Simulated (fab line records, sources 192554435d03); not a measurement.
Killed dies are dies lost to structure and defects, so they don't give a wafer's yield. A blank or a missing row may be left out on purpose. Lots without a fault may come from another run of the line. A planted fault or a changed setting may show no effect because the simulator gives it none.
A struck lot beside a sound one | flow n5_finfet | 37 steps out of a route of 1938
Sound: wafers L182.1, L182.2, L182.5. Struck: wafer L187.1. (L187.2, L187.3 of the same lot were not struck and are left out.) The cause comes at the end.
At each step with rows: each side's tool, then ch and its chambers, then its first start. Under that, the readings that differ: sound wafers | struck wafers | difference of the means | sigmas: that difference in standard deviations of wafers without a fault.
alike: readings whose means differ by less than 2 such deviations, and words and numbers that are the same on both sides. not compared: withheld readings, readings that some wafer has no value for, bounds like >300 that may hide the same value, and numbers for which the record gives no deviation and whose values overlap.
The two part at a step that has a row with sigmas, a row that says differs or no value, or rows on one side only. Numbers that don't overlap but have no deviation are shown without sigmas and don't part them. A reading that every wafer of one side lacks parts them only if that side has two wafers or more.

first, 8 steps without rows for these wafers: N5_BEOL_M15_SPUTTER_43 (material TaN, target thk 15 nm, time 24.19 s); N5_BEOL_M15_SPUTTER_44 (material Ta, target thk 15 nm, time 24.19 s); N5_BEOL_M15_SPUTTER_45 (material Cu, target thk 100 nm, time 16.67 s); N5_BEOL_M15_ECD_47 (material Cu, target thk 1860 nm); N5_BEOL_M15_ANNEAL_48 (time 90 s); N5_BEOL_M15_CMP_49 (polishes, stops on SiO2, t overpolish 4.9 s, target thk 850 nm); N5_BEOL_M15_PRE_CLEAN_52 (time 15 s); N5_BEOL_M15_DEP_53 (deposits SiCN from 3MS/NH3, target thk 50 nm, time 17.8 s).
N5_PASSIVATION_PECVD_00: deposits SiO2 from SiH4/N2O, target thk 200 nm, time 11.2 s.
  sound on pecvd-04 ch 0,1,2, day 13 21:38; struck on pecvd-04 ch 2, day 15 01:44
  reading                                        | sound           | struck | difference | sigmas
  model.SiO2_of_PASSIVATION_PECVD_00.thk_nm (nm) | 192.2 195.8 198 | 189.2  | -6.1       |
  alike: heater_power_w, showerhead_plenum_p_Torr, throttle_valve_pct
then, 26 steps without rows for these wafers: N5_MIM_BOT_DEGAS_01 (time 60 s); N5_MIM_BOT_SPUTTER_00 (material TiN, target thk 35 nm, time 89.7 s); N5_MIM_TOP_ALD_00 (deposits Al2O3, purge time 3 s, co reactant pulse time 3 s); N5_MIM_TOP_ALD_01 (deposits HfO2, target thk 5.6 nm, pulse time 1 s, purge time 3 s); N5_MIM_TOP_ALD_02 (deposits Al2O3, purge time 3 s, co reactant pulse time 3 s); N5_MIM_TOP_DEGAS_04 (time 60 s); N5_MIM_TOP_SPUTTER_03 (material TiN, target thk 35 nm, time 89.7 s); N5_MIM_TOP_LITHO_HMDS_01 (time 60 s); N5_MIM_TOP_LITHO_COAT_02; N5_MIM_TOP_LITHO_EBR_04; N5_MIM_TOP_LITHO_SOFTBAKE_03 (time 90 s); N5_MIM_TOP_LITHO_EXPOSE_05 (exposes mask MIM TOP, target cd 2000 nm); N5_MIM_TOP_LITHO_PEB_06; N5_MIM_TOP_LITHO_DEVELOP_07 (develop time 60 s); N5_MIM_TOP_LITHO_HARDBAKE_09 (time 120 s); N5_MIM_TOP_LITHO_DESCUM_10 (chemistry O2, time 7.9 s); N5_MIM_TOP_ETCH_ETCH_00 (etches TiN in Cl2/BCl3, target depth 38.5 nm); N5_MIM_TOP_ETCH_STRIP_01 (strips in O2); N5_MIM_TOP_ETCH_PECVD_03 (deposits SiNx from SiH4/NH3/N2, target thk 20 nm, time 17.6 s); N5_MIM_BOT_LITHO_HMDS_01 (time 60 s); N5_MIM_BOT_LITHO_COAT_02; N5_MIM_BOT_LITHO_EBR_04; N5_MIM_BOT_LITHO_SOFTBAKE_03 (time 90 s); N5_MIM_BOT_LITHO_EXPOSE_05 (exposes mask MIM BOT); N5_MIM_BOT_LITHO_PEB_06; N5_MIM_BOT_LITHO_DEVELOP_07 (develop time 60 s).
N5_MIM_BOT_ETCH_ETCH_00: etches TiN in Cl2/BCl3, target depth 45.5 nm.
  sound on rie_metal-01 ch 0,1, day 14 01:40; struck on rie_metal-03 ch 0, day 15 05:29
  reading                                        | sound             | struck | difference | sigmas
  drypump_motor_current_A (A)                    | 5.4 5.2 5.2       | 6.0    | +0.7       | +2
  model.SiO2_of_PASSIVATION_PECVD_00.thk_nm (nm) | 189.6 193.4 195.6 | 186.6  | -6.3       |
  alike: oes_ar_750_au, oes_product_au, throttle_valve_pct
  not compared: rf_hours_counter_h
N5_PASSIVATION_PROBE_49:
  the record has rows for the struck wafers here (prober-01, day 15 13:52) and none for the sound ones

WHERE THEY PART
First at N5_MIM_BOT_ETCH_ETCH_00; last, within this record, at N5_PASSIVATION_PROBE_49.

WHY: what the simulator had put in
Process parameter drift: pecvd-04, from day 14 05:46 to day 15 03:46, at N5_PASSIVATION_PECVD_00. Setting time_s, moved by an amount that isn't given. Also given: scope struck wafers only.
